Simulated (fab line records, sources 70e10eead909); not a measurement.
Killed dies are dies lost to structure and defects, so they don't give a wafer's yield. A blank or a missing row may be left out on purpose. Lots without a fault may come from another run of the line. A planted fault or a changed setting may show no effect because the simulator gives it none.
A struck lot beside a sound one | flow nand_harc | 25 steps out of a route of 1302
Sound: wafers L691.1, L691.3, L691.5. Struck: wafers L702.1, L702.3, L702.4. The cause comes at the end.
At each step with rows: each side's tool, then ch and its chambers, then its first start. Under that, the readings that differ: sound wafers | struck wafers | difference of the means | sigmas: that difference in standard deviations of wafers without a fault.
alike: readings whose means differ by less than 2 such deviations, and words and numbers that are the same on both sides. not compared: withheld readings, readings that some wafer has no value for, bounds like >300 that may hide the same value, and numbers for which the record gives no deviation and whose values overlap.
The two part at a step that has a row with sigmas, a row that says differs or no value, or rows on one side only. Numbers that don't overlap but have no deviation are shown without sigmas and don't part them. A reading that every wafer of one side lacks parts them only if that side has two wafers or more.

first, 1 step without rows for these wafers: NHARC_A_M0_SRD_25.
NHARC_A_M0_INSPECT_27:
  sound on defect_inspect-01, day 23 23:20; struck on defect_inspect-02, day 28 09:49
  alike: raw_defect_count
NHARC_A_M0_PRE_CLEAN_31: time 12 s.
  sound on pecvd-04 ch 0,2, day 23 23:25; struck on pecvd-02 ch 0,1,2, day 28 09:53
  alike: heater_power_w, susceptor_temp_C
NHARC_A_M0_DEP_32: deposits SiCN, target thk 30 nm.
  sound on pecvd-04 ch 0,2, day 23 23:31; struck on pecvd-02 ch 0,1,2, day 28 09:58
  alike: heater_power_w, susceptor_temp_C
then, 7 steps without rows for these wafers: NHARC_A_M1_DEP_00 (deposits SiOC, target thk 182.5 nm); NHARC_A_M1_DEHYDRATE_01 (time 120 s); NHARC_A_M1_HMDS_02 (time 30 s); NHARC_A_M1_COAT_34 (time 65 s); NHARC_A_M1_COAT_03 (resist thk 90 nm); NHARC_A_M1_SOFTBAKE_04 (time 55 s); NHARC_A_M1_EBR_05.
NHARC_A_M1_EXPOSE_06: exposes mask A M1, target cd 120 nm.
  sound on arfi_scanner-01 ch 0, day 24 00:28; struck on arfi_scanner-03 ch 0, day 28 11:04
  reading               | sound                | struck               | difference | sigmas
  exposure_dose_mJ_cm2  | 75.08 74.99 75.05    | 73.91 73.86 73.80    | -1.18      | -13
  stage_vel_mm_s (mm/s) | 499.66 499.79 499.69 | 500.23 500.02 500.58 | +0.56      | +2
  alike: mask
then, 2 steps without rows for these wafers: NHARC_A_M1_PEB_07 (peb time 65 s); NHARC_A_M1_DEVELOP_08 (develop time 35 s).
NHARC_A_M1_CD_MEAS_09: target cd 120 nm.
  sound on cd_sem-03 ch 0, day 24 00:36; struck on cd_sem-02 ch 0, day 28 11:12
  alike: cd_nm
NHARC_A_M1_OVL_MEAS_10: pitch 240 nm.
  sound on overlay-02, day 24 00:41; struck on overlay-02, day 28 11:17
  alike: overlay_x_nm, overlay_y_nm
NHARC_A_M1_INSPECT_11:
  sound on defect_inspect-02, day 24 00:43; struck on defect_inspect-01, day 28 11:19
  alike: raw_defect_count
NHARC_A_M1_DESCUM_14: chemistry O2, time 3 s.
  sound on rie_diel-02 ch 0,1, day 24 00:47; struck on rie_diel-04 ch 0,1,2, day 28 11:23
  alike: chamber_pressure_mTorr, drypump_motor_current_A, oes_product_au, rf_vpp_V, showerhead_plenum_p_Torr, throttle_valve_pct
  not compared: rf_hours_counter_h, model.A_M1.cd_nm
NHARC_A_M1_ETCH_35: etches the open film in N2/H2, target depth 40 nm, overetch 12 nm, time 43.94 s.
  sound on rie_diel-02 ch 2,3, day 24 00:52; struck on rie_diel-04 ch 0,1,3, day 28 11:28
  reading               | sound             | struck            | difference | sigmas
  oes_product_au (a.u.) | 1.009 1.019 1.009 | 0.999 0.998 0.998 | -0.014     | -2
  alike: chamber_pressure_mTorr, drypump_motor_current_A, n2_flow_sccm, rf_vpp_V, showerhead_plenum_p_Torr, throttle_valve_pct
  not compared: rf_hours_counter_h
NHARC_A_M1_ETCH_15: etches the open film in C4F8/Ar, target depth 182.5 nm, time 91.2 s.
  sound on rie_diel-02 ch 0,1; struck on rie_diel-04 ch 0,1,3
  alike: chamber_pressure_mTorr, oes_product_au, rf_vpp_V
  not compared: rf_hours_counter_h
NHARC_A_M1_CD_MEAS_16:
  sound on cd_sem-03, day 24 01:05; struck on cd_sem-03, day 28 11:41
  alike: cd_nm
NHARC_A_M1_STRIP_18: strips in N2/H2.
  sound on rie_diel-02 ch 0,2, day 24 01:10; struck on rie_diel-11 ch 0,1,2, day 28 11:47
  alike: chamber_pressure_mTorr, drypump_motor_current_A, n2_flow_sccm, oes_product_au, rf_vpp_V, showerhead_plenum_p_Torr, throttle_valve_pct
  not compared: rf_hours_counter_h
NHARC_A_M1_ETCH_28: etches the open film in CF4/N2, target depth 30 nm, time 72.99 s.
  sound on rie_diel-02 ch 0,1,2; struck on rie_diel-11 ch 1,2,3
  alike: chamber_pressure_mTorr, drypump_motor_current_A, n2_flow_sccm, oes_product_au, rf_vpp_V, showerhead_plenum_p_Torr, throttle_valve_pct
  not compared: rf_hours_counter_h, model.A_M1.cd_nm
then, 1 step without rows for these wafers: NHARC_A_M1_STRIP_19 (strips in post etch residue remover, time 600 s).
NHARC_END_SORT_01:
  the record has rows for the struck wafers here (prober-02 ch 0, day 30 00:26) and none for the sound ones

WHERE THEY PART
First at NHARC_A_M1_EXPOSE_06; last, within this record, at NHARC_END_SORT_01.

WHY: what the simulator had put in
Process parameter drift: arfi_scanner-03, from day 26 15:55 on, at NHARC_A_M1_EXPOSE_06. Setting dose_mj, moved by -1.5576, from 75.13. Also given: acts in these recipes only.
